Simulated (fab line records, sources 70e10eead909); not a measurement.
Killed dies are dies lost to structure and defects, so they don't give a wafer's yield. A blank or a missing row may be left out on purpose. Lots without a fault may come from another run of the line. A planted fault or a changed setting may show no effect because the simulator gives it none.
fab line records | flow nand_harc | part 1 of 2: steps 1 to 29 of 42
record lots=5 wafers=15 last_day=33
route steps=1302 shown P_ZERO_WELL@68 P_STI@69 P_GATE@110
lots that met no fault: from a run of the same line without faults
start_h: hours from the record's first day to the start of the lot's first wafer shown | wait_h: hours since the lot's step before | " the same as in the row above | L1.1+2: a row that stands for several wafers | - no value, or no start given | * or withheld: withheld | < > ~ a bound
route shown NAME@n: a module of which the file shows steps, and the number in the route of the first | usual: mean/standard deviation of fault-free wafers | same: alike in all rows | chamber/n: place in a boat | sites: the reading at each site | _std_site: their standard deviation | _edge_site: outer sites' mean less inner sites' | radius_mm: how far each site lies from the wafer's centre | mask NAME#n: copy n | behind: the tool/chamber that last shaped the wafer | hold: why the lot was held/for how many hours/how that ended | device: the transistor (n, p or np) that didn't switch | end of line: the same wafers' tests at the end of the route | a step without rows: its recipe alone | killed: dies lost to structure and defects at the first sort, not the wafer's yield | map: a wafer's dies, x killed, . not, _ none there
set.NAME: the setting as run; set.NAME@STEP: as run at that earlier step | model.NAME: the simulator's own value behind a step, which no gauge read
lots at some steps of the route; a table a step, a row a wafer
services: from which hour (start_h, from the record's first day; less than 0 if before it) a tool's chamber was out of use, for how many hours, and why
## steps
# step NHARC_P_ZERO_WELL_INSPECT_43
# usual raw_defect_count=14/6.4
# columns lot.wafer tool chamber start_h wait_h raw_defect_count
L080.2 defect_inspect-02 - 87.46 0.5 12
L080.3 " - " " 39
L080.5 " - " " 17
L089.2 defect_inspect-01 - 177.57 0.5 19
L089.3 " - " " 11
L089.5 " - " " 16
L091.1 defect_inspect-01 - 197.71 0.6 7
L091.3 " - " " 12
L091.4 " - " " 15
L093.1 defect_inspect-02 - 217.85 0.6 14
L093.2 " - " " 15
L093.6 " - " " 9
L097.2 defect_inspect-02 - 259.48 0.5 9
L097.3 " - " " 8
L097.6 " - " " 30
# step NHARC_P_STI_ETCH_26
# recipe target_depth_a=110 chemistry=dHF material=SiO2
# columns lot.wafer tool chamber start_h wait_h
L080.5+3+2 wet_bench-07 5,6,2 87.51 0.0
L089.2+5+3 wet_bench-06 6,7,2 177.62 0.0
L091.4+3+1 wet_bench-05 1,3,4 197.77 0.1
L093.6+2+1 wet_bench-06 3,5,6 217.91 0.1
L097.6+3+2 wet_bench-06 1,2,4 259.55 0.1
# step NHARC_P_STI_PRECLEAN_27
# recipe time_s=* temp_c=50 bath_age_min=0 chemistry=SC1
# usual sc1_h2o2_end_mol_l=0.3698/0.00064
# columns lot.wafer tool chamber start_h wait_h sc1_h2o2_end_mol_l
L080.5 wet_bench-07 5 87.58 0.1 0.3717
L080.3 " 6 " " 0.3689
L080.2 " 2 " " 0.3691
L089.2 wet_bench-06 6 177.69 0.1 0.3701
L089.5 " 7 " " 0.3689
L089.3 " 2 " " 0.3696
L091.4 wet_bench-05 1 197.83 0.0 0.3694
L091.3 " 3 " " 0.3699
L091.1 " 4 " " 0.3694
L093.6 wet_bench-06 3 217.97 0.0 0.3697
L093.2 " 5 " " 0.3703
L093.1 " 6 " " 0.3687
L097.6 wet_bench-06 1 259.61 0.1 0.3688
L097.3 " 2 " " 0.3700
L097.2 " 4 " " 0.3703
# step NHARC_P_STI_SRD_28
# columns lot.wafer tool chamber start_h wait_h
L080.5+3+2 wet_bench-07 5,6,2 - -
L089.2+5+3 wet_bench-06 6,7,2 - -
L091.4+3+1 wet_bench-05 1,3,4 - -
L093.6+2+1 wet_bench-06 3,5,6 - -
L097.6+3+2 wet_bench-06 1,2,4 - -
# step NHARC_P_STI_OXIDE_29
# recipe target_thk_a=100 temp_c=900 ox_time_s=1362 material=SiO2
# usual spike_tc_bottom_C=917.4/1.6
# columns lot.wafer tool chamber start_h wait_h spike_tc_bottom_C
L080.2 furnace-08 0 90.72 - 916.8
L080.3 " 0 " " 915.8
L080.5 " 0 " " 916.9
L089.2 furnace-08 0 182.24 - 916.5
L089.3 " 0 " " 915.3
L089.5 " 0 " " 916.6
L091.1 furnace-06 0 201.66 - 920.7
L091.3 " 0 " " 919.8
L091.4 " 0 " " 919.1
L093.1 furnace-08 0 224.75 - 918.0
L093.2 " 0 " " 915.6
L093.6 " 0 " " 917.1
L097.2 furnace-08 0 266.40 - 914.8
L097.3 " 0 " " 917.0
L097.6 " 0 " " 916.2
# step NHARC_P_STI_HM_DEP_30
# recipe target_thk_a=800 temp_c=790 pressure_mtorr=300 time_s=873 material=Si3N4
# usual pressure_mtorr=299.9/0.61 spike_tc_bottom_C=811.0/1.9
# columns lot.wafer tool chamber start_h wait_h pressure_mtorr spike_tc_bottom_C
L080.2 lpcvd-02 1 97.87 3.5 299.7 814.0
L080.3 " 1 " " 299.3 814.7
L080.5 " 1 " " 299.4 811.6
L089.2 lpcvd-01 0 189.39 3.5 299.9 810.2
L089.3 " 0 " " 299.2 811.1
L089.5 " 0 " " 299.9 811.0
L091.1 lpcvd-01 0 208.85 3.5 300.9 810.9
L091.3 " 0 " " 300.0 810.7
L091.4 " 0 " " 299.8 812.5
L093.1 lpcvd-01 1 231.95 3.5 299.3 808.3
L093.2 " 1 " " 298.2 807.9
L093.6 " 1 " " 299.5 810.2
L097.2 lpcvd-01 0 273.55 3.5 300.9 810.7
L097.3 " 0 " " 300.4 811.2
L097.6 " 0 " " 300.1 813.0
# step NHARC_P_STI_DEHYDRATE_01
# recipe temp_c=150 time_s=120
# columns lot.wafer tool chamber start_h wait_h
L080.2+3+5 litho_track-07 0 101.45 0.4
L089.2+3+5 litho_track-05 0 193.06 0.4
L091.1+3+4 litho_track-07 0 212.53 0.4
L093.1+2+6 litho_track-07 0 235.62 0.4
L097.2+3+6 litho_track-05 0 277.20 0.4
# step NHARC_P_STI_HMDS_02
# recipe time_s=30
# columns lot.wafer tool chamber start_h wait_h
L080.2+3+5 litho_track-07 0 - -
L089.2+3+5 litho_track-05 0 - -
L091.1+3+4 litho_track-07 0 - -
L093.1+2+6 litho_track-07 0 - -
L097.2+3+6 litho_track-05 0 - -
# step NHARC_P_STI_COAT_41
# recipe temp_c=200 time_s=65
# columns lot.wafer tool chamber start_h wait_h
L080.2+3+5 litho_track-07 0 - -
L089.2+3+5 litho_track-05 0 - -
L091.1+3+4 litho_track-07 0 - -
L093.1+2+6 litho_track-07 0 - -
L097.2+3+6 litho_track-05 0 - -
# step NHARC_P_STI_COAT_03
# recipe spin_rpm=2000 resist_thk_nm=600
# columns lot.wafer tool chamber start_h wait_h
L080.2+3+5 litho_track-07 0 - -
L089.2+3+5 litho_track-05 0 - -
L091.1+3+4 litho_track-07 0 - -
L093.1+2+6 litho_track-07 0 - -
L097.2+3+6 litho_track-05 0 - -
# step NHARC_P_STI_SOFTBAKE_04
# recipe temp_c=125 time_s=70
# columns lot.wafer tool chamber start_h wait_h
L080.2+3+5 litho_track-07 0 - -
L089.2+3+5 litho_track-05 0 - -
L091.1+3+4 litho_track-07 0 - -
L093.1+2+6 litho_track-07 0 - -
L097.2+3+6 litho_track-05 0 - -
# step NHARC_P_STI_EBR_05
# columns lot.wafer tool chamber start_h wait_h
L080.2+3+5 litho_track-07 0 - -
L089.2+3+5 litho_track-05 0 - -
L091.1+3+4 litho_track-07 0 - -
L093.1+2+6 litho_track-07 0 - -
L097.2+3+6 litho_track-05 0 - -
# step NHARC_P_STI_EXPOSE_06
# recipe na=0.55 target_cd_nm=200 dose_mj=37.69 mask_id=P_STI
# same na=0.55
# columns lot.wafer tool chamber start_h wait_h mask
L080.2+3+5 krf_scanner-01 0 101.62 - P_STI#0
L089.2+3+5 krf_scanner-01 0 193.23 - P_STI#0
L091.1+3+4 krf_scanner-02 0 212.70 - P_STI#0
L093.1+2+6 krf_scanner-01 0 235.91 - P_STI#0
L097.2+3+6 krf_scanner-04 0 277.37 - P_STI#0
# step NHARC_P_STI_PEB_07
# recipe peb_temp_c=128 peb_time_s=80
# same peb_time_s=80
# columns lot.wafer tool chamber start_h wait_h
L080.2+3+5 litho_track-05 0 101.68 0.1
L089.2+3+5 litho_track-03 0 193.29 0.1
L091.1+3+4 litho_track-03 0 212.77 0.1
L093.1+2+6 litho_track-03 0 235.97 0.1
L097.2+3+6 litho_track-07 0 277.43 0.1
# step NHARC_P_STI_DEVELOP_08
# recipe time_s=50 dev_temp_c=22
# columns lot.wafer tool chamber start_h wait_h
L080.2+3+5 litho_track-05 0 - -
L089.2+3+5 litho_track-03 0 - -
L091.1+3+4 litho_track-03 0 - -
L093.1+2+6 litho_track-03 0 - -
L097.2+3+6 litho_track-07 0 - -
# step NHARC_P_STI_CD_MEAS_09
# recipe target_cd_nm=200 landing_energy_ev=500
# usual cd_nm=203/3.9
# same landing_energy_ev=500
# columns lot.wafer tool chamber start_h wait_h cd_nm
L080.2 cd_sem-01 0 101.77 - 204
L080.3 " 0 " " 209
L080.5 " 0 " " 213
L089.2 cd_sem-02 0 193.37 - 199
L089.3 " 0 " " 199
L089.5 " 0 " " 197
L091.1 cd_sem-03 0 212.85 - 203
L091.3 " 0 " " 203
L091.4 " 0 " " 201
L093.1 cd_sem-02 0 236.06 - 197
L093.2 " 0 " " 193
L093.6 " 0 " " 207
L097.2 cd_sem-03 0 277.52 - 209
L097.3 " 0 " " 202
L097.6 " 0 " " 200
# step NHARC_P_STI_OVL_MEAS_10
# usual overlay_x_nm=-1/6.4 overlay_y_nm=-1/6.2
# columns lot.wafer tool chamber start_h wait_h overlay_x_nm overlay_y_nm
L080.2 overlay-02 - 101.85 - -3 4
L080.3 " - " " -3 3
L080.5 " - " " -3 3
L089.2 overlay-02 - 193.46 - 12 1
L089.3 " - " " 13 1
L089.5 " - " " 13 1
L091.1 overlay-02 - 212.94 - -4 -5
L091.3 " - " " -4 -5
L091.4 " - " " -4 -5
L093.1 overlay-01 - 236.15 - -8 2
L093.2 " - " " -8 2
L093.6 " - " " -7 3
L097.2 overlay-02 - 277.60 - 1 -14
L097.3 " - " " 2 -13
L097.6 " - " " 2 -13
# step NHARC_P_STI_INSPECT_11
# usual raw_defect_count=5.5/2.9
# columns lot.wafer tool chamber start_h wait_h raw_defect_count
L080.2 defect_inspect-01 - 101.89 0.0 6
L080.3 " - " " 3
L080.5 " - " " 8
L089.2 defect_inspect-01 - 193.50 0.0 3
L089.3 " - " " 11
L089.5 " - " " 5
L091.1 defect_inspect-02 - 212.98 0.0 3
L091.3 " - " " 5
L091.4 " - " " 4
L093.1 defect_inspect-01 - 236.18 0.0 7
L093.2 " - " " 5
L093.6 " - " " 2
L097.2 defect_inspect-01 - 277.64 0.0 10
L097.3 " - " " 4
L097.6 " - " " 5
# step NHARC_P_STI_HARDBAKE_13
# recipe temp_c=118 time_s=65
# columns lot.wafer tool chamber start_h wait_h
L080.2+3+5 litho_track-07 0 101.95 0.1
L089.2+3+5 litho_track-05 0 193.56 0.1
L091.1+3+4 litho_track-05 0 213.06 0.1
L093.1+2+6 litho_track-03 0 236.24 0.1
L097.2+3+6 litho_track-07 0 277.70 0.1
# step NHARC_P_STI_DESCUM_14
# recipe time_s=3 o2_flow_sccm=200 ar_flow_sccm=0 bias_power_w=0 chemistry=O2
# usual drypump_motor_current_A=5.8/0.51 o2_flow_sccm=200.0/0.6 oes_product_au=1.001/0.012 rf_vpp_V=57.9/0.9 showerhead_plenum_p_Torr=1.91/0.089 throttle_valve_pct=11.312/0.0092
# same bias_power_w=0
# columns lot.wafer tool chamber start_h wait_h drypump_motor_current_A o2_flow_sccm oes_product_au rf_hours_counter_h rf_vpp_V showerhead_plenum_p_Torr throttle_valve_pct
L080.2 rie_diel-11 1 102.03 - 6.0 199.2 0.977 1 59.3 2.04 11.312
L080.3 " 3 " " 6.4 200.6 0.991 2 57.2 1.95 11.319
L080.5 " 1 " " 6.0 199.9 0.981 - 59.9 2.04 11.303
L089.2 rie_diel-11 3 193.65 - 6.4 200.0 0.979 10 58.1 1.95 11.300
L089.3 " 0 " " 6.8 200.2 1.000 8 58.7 1.80 11.320
L089.5 " 2 " " 5.4 200.4 0.988 - 58.9 1.98 11.311
L091.1 rie_diel-09 3 213.14 - 6.1 199.9 1.020 3 58.7 1.99 11.326
L091.3 " 0 " " 6.2 200.4 1.020 2 57.9 1.87 11.313
L091.4 " 1 " " 5.8 200.9 0.991 4 56.8 1.99 11.311
L093.2 rie_diel-09 2 236.33 - 6.1 199.8 0.985 4 58.3 1.97 11.310
L093.1 " 0 " " 6.2 199.6 1.010 3 57.4 1.87 11.326
L093.6 " 2 " " 6.1 200.4 0.994 - 57.0 1.97 11.313
L097.3 rie_diel-07 0 277.78 - 5.7 199.9 1.003 9 58.9 1.86 11.314
L097.2 " 2 " " 5.1 199.6 0.999 8 56.2 1.78 11.310
L097.6 " 3 " " 5.0 201.2 1.002 - 56.1 1.82 11.313
# step NHARC_P_STI_ETCH_42
# recipe target_depth_a=800 overetch_a=240 time_s=61 ion_energy_ev=200 n2_flow_sccm=150 h2_flow_sccm=150 ar_flow_sccm=0 rf_w=400 bias_w=150 chemistry=N2/H2
# usual drypump_motor_current_A=5.8/0.5 oes_product_au=1.000/0.014 rf_fwd_power_W=395.9/1.4 rf_vpp_V=430.2/2.8 showerhead_plenum_p_Torr=2.03/0.093 throttle_valve_pct=14.172/0.0085
# columns lot.wafer tool chamber start_h wait_h drypump_motor_current_A oes_product_au rf_fwd_power_W rf_hours_counter_h rf_vpp_V showerhead_plenum_p_Torr throttle_valve_pct
L080.2 rie_diel-11 1 102.12 0.1 6.0 0.975 395.4 1 432.8 2.18 14.182
L080.3 " 2 " " 5.5 1.012 397.3 1 432.9 2.12 14.181
L080.5 " 1 " " 6.0 0.977 395.5 - 434.3 2.18 14.190
L089.3 rie_diel-11 1 193.72 0.1 6.0 0.984 394.0 9 435.1 2.17 14.175
L089.2 " 0 " " 6.9 1.004 395.3 8 426.6 1.91 14.167
L089.5 " 1 " " 6.0 0.980 398.2 - 434.9 2.17 14.168
L091.3 rie_diel-09 3 213.22 0.1 6.1 1.026 395.4 3 433.0 2.12 14.165
L091.4 " 0 " " 6.2 1.012 398.1 2 429.8 2.00 14.156
L091.1 " 1 " " 5.8 0.996 396.1 4 433.3 2.12 14.170
L093.1 rie_diel-09 1 236.40 0.1 5.8 0.988 394.2 4 434.1 2.12 14.167
L093.2 " 2 " " 6.1 0.990 395.1 4 431.1 2.11 14.170
L093.6 " 2 " " 6.1 1.005 395.9 - 432.1 2.11 14.172
L097.3 rie_diel-07 0 277.86 0.1 5.7 1.009 394.4 9 427.0 1.98 14.164
L097.2 " 1 " " 5.1 1.008 397.3 9 427.0 1.91 14.180
L097.6 " 1 " " 5.2 0.997 397.0 - 427.0 1.91 14.196
# step NHARC_P_STI_ETCH_31
# recipe target_depth_a=1089 time_s=54.5 cf4_flow_sccm=100 chf3_flow_sccm=30 ar_flow_sccm=0 rf_w=500 bias_w=200 chemistry=CF4/CHF3
# usual cf4_flow_sccm=100.03/0.29 chf3_flow_sccm=30.03/0.087 drypump_motor_current_A=5.8/0.49 oes_product_au=0.960/0.02 rf_fwd_power_W=494.7/1.9 rf_vpp_V=370.3/2.5 showerhead_plenum_p_Torr=1.57/0.066 throttle_valve_pct=16.804/0.01
# columns lot.wafer tool chamber start_h wait_h cf4_flow_sccm chf3_flow_sccm drypump_motor_current_A oes_product_au rf_fwd_power_W rf_hours_counter_h rf_vpp_V showerhead_plenum_p_Torr throttle_valve_pct
L080.2 rie_diel-11 1 - - 99.84 30.00 6.0 0.943 495.0 1 373.6 1.67 16.804
L080.3 " 2 " " 99.95 29.96 5.4 0.983 496.9 1 372.3 1.63 16.802
L080.5 " 0 " " 100.49 29.88 6.7 0.957 494.3 - 365.4 1.49 16.820
L089.3 rie_diel-11 2 - - 99.77 30.02 5.4 0.961 496.9 10 373.3 1.63 16.806
L089.2 " 3 " " 99.49 29.92 6.4 0.945 495.2 10 370.9 1.60 16.803
L089.5 " 3 " " 100.00 30.01 6.4 0.950 494.1 - 370.9 1.60 16.798
L091.3 rie_diel-09 2 - - 100.17 30.02 6.1 0.955 495.9 3 372.1 1.62 16.820
L091.4 " 3 " " 100.08 30.01 6.0 0.986 497.9 3 373.8 1.63 16.818
L091.1 " 1 " " 99.70 29.99 5.8 0.952 495.6 4 372.6 1.63 16.809
L093.2 rie_diel-09 0 - - 99.84 30.00 6.2 0.977 495.7 3 369.3 1.54 16.810
L093.1 " 1 " " 99.94 30.08 5.8 0.938 492.2 4 372.8 1.63 16.813
L093.6 " 1 " " 100.07 30.15 5.8 0.948 491.6 - 373.4 1.63 16.795
L097.2 rie_diel-07 2 - - 99.63 29.95 5.1 0.949 491.9 8 366.8 1.47 16.792
L097.3 " 0 " " 99.84 30.09 5.7 0.961 494.0 9 371.2 1.53 16.789
L097.6 " 2 " " 100.21 29.93 5.1 0.959 492.6 - 367.4 1.47 16.804
# step NHARC_P_STI_ETCH_15
# recipe target_depth_a=3000 taper_deg=4 time_s=100.1 hbr_flow_sccm=150 cl2_flow_sccm=50 rf_w=400 icp_w=400 bias_w=100 chemistry=HBr/Cl2
# usual drypump_motor_current_A=5.87/0.29 oes_product_au=0.995/0.013 rf_fwd_power_W=397.1/1.6 throttle_valve_pct=26.407/0.0081
# columns lot.wafer tool chamber start_h wait_h drypump_motor_current_A oes_product_au rf_fwd_power_W rf_hours_counter_h throttle_valve_pct
L080.3 rie_si-05 2 102.30 - 6.17 0.986 398.7 1.0 26.403
L080.2 " 0 " " 5.68 0.965 395.9 1.0 26.412
L080.5 " 2 " " 6.24 0.992 400.2 - 26.414
L089.2 rie_si-05 1 193.91 - 5.93 0.990 395.2 0.3 26.408
L089.3 " 3 " " 5.62 0.985 398.6 0.4 26.401
L089.5 " 1 " " 5.95 1.004 394.9 - 26.419
L091.3 rie_si-03 1 213.41 - 5.72 1.014 397.2 1.0 26.404
L091.4 " 3 " " 5.79 0.993 399.2 1.0 26.402
L091.1 " 0 " " 5.58 0.997 397.4 0.9 26.398
L093.1 rie_si-05 1 236.59 - 5.96 1.001 394.9 0.6 26.396
L093.2 " 0 " " 5.65 0.990 401.1 0.6 26.401
L093.6 " 1 " " 5.98 1.002 397.2 - 26.403
L097.3 rie_si-05 2 278.05 - 6.18 0.991 400.1 1.1 26.419
L097.2 " 1 " " 5.95 1.009 396.6 0.9 26.396
L097.6 " 3 " " 5.59 1.001 397.7 - 26.406
# step NHARC_P_STI_CD_MEAS_16
# usual cd_nm=202/3.9
# columns lot.wafer tool chamber start_h wait_h cd_nm
L080.2 cd_sem-01 - 102.46 - 205
L080.3 " - " " 208
L080.5 " - " " 212
L089.2 cd_sem-03 - 194.07 - 199
L089.3 " - " " 199
L089.5 " - " " 198
L091.1 cd_sem-03 - 213.57 - 202
L091.3 " - " " 203
L091.4 " - " " 199
L093.1 cd_sem-03 - 236.76 - 196
L093.2 " - " " 193
L093.6 " - " " 207
L097.2 cd_sem-03 - 278.24 - 206
L097.3 " - " " 199
L097.6 " - " " 199
# step NHARC_P_STI_OCD_MEAS_17
# usual trench_depth_nm=298/5.8 trench_foot_cd_nm=161/4
# columns lot.wafer tool chamber start_h wait_h trench_depth_nm trench_foot_cd_nm
L080.2 ocd-01 - 102.55 0.1 284 164
L080.3 " - " " 293 168
L080.5 " - " " 292 171
L089.2 ocd-02 - 194.16 0.1 298 156
L089.3 " - " " 298 158
L089.5 " - " " 301 155
L091.1 ocd-01 - 213.66 0.1 299 162
L091.3 " - " " 307 160
L091.4 " - " " 297 159
L093.1 ocd-02 - 236.85 0.1 303 155
L093.2 " - " " 296 152
L093.6 " - " " 300 165
L097.2 ocd-01 - 278.33 0.1 304 166
L097.3 " - " " 297 160
L097.6 " - " " 296 159
# step NHARC_P_STI_STRIP_19
# recipe time_s=900 temp_c=130 chemistry=SPM
# columns lot.wafer tool chamber start_h wait_h
L080.2+5+3 wet_bench-06 4,7,0 102.60 0.1
L089.3+2+5 wet_bench-07 7,2,3 194.22 0.1
L091.4+3+1 wet_bench-05 7,0,3 213.71 0.0
L093.1+2+6 wet_bench-06 0,1,2 236.91 0.1
L097.6+3+2 wet_bench-05 5,6,0 278.38 0.0
# step NHARC_P_STI_PRECLEAN_32
# recipe time_s=* temp_c=50 bath_age_min=0 chemistry=SC1
# usual sc1_h2o2_end_mol_l=0.3699/0.00064
# columns lot.wafer tool chamber start_h wait_h sc1_h2o2_end_mol_l
L080.2 wet_bench-06 4 - - 0.3697
L080.5 " 7 " " 0.3705
L080.3 " 0 " " 0.3709
L089.3 wet_bench-07 7 - - 0.3698
L089.2 " 2 " " 0.3690
L089.5 " 3 " " 0.3693
L091.4 wet_bench-05 7 - - 0.3700
L091.3 " 0 " " 0.3695
L091.1 " 3 " " 0.3698
L093.1 wet_bench-06 0 - - 0.3698
L093.2 " 1 " " 0.3703
L093.6 " 2 " " 0.3696
L097.6 wet_bench-05 5 - - 0.3698
L097.3 " 6 " " 0.3698
L097.2 " 0 " " 0.3695
# step NHARC_P_STI_SRD_23
# columns lot.wafer tool chamber start_h wait_h
L080.2+5+3 wet_bench-06 4,7,0 - -
L089.3+2+5 wet_bench-07 7,2,3 - -
L091.4+3+1 wet_bench-05 7,0,3 - -
L093.1+2+6 wet_bench-06 0,1,2 - -
L097.6+3+2 wet_bench-05 5,6,0 - -
# step NHARC_P_STI_OCD_MEAS_43
# usual trench_depth_nm=298/5.8 trench_foot_cd_nm=162/4
# columns lot.wafer tool chamber start_h wait_h trench_depth_nm trench_foot_cd_nm
L080.2 ocd-01 - 103.16 - 284 164
L080.3 " - " " 293 168
L080.5 " - " " 292 171
L089.2 ocd-01 - 194.67 - 298 157
L089.3 " - " " 297 158
L089.5 " - " " 301 154
L091.1 ocd-02 - 214.16 - 299 162
L091.3 " - " " 307 160
L091.4 " - " " 297 159
L093.1 ocd-01 - 237.36 - 303 154
L093.2 " - " " 296 151
L093.6 " - " " 301 165
L097.2 ocd-02 - 278.83 - 304 165
L097.3 " - " " 297 160
L097.6 " - " " 297 158
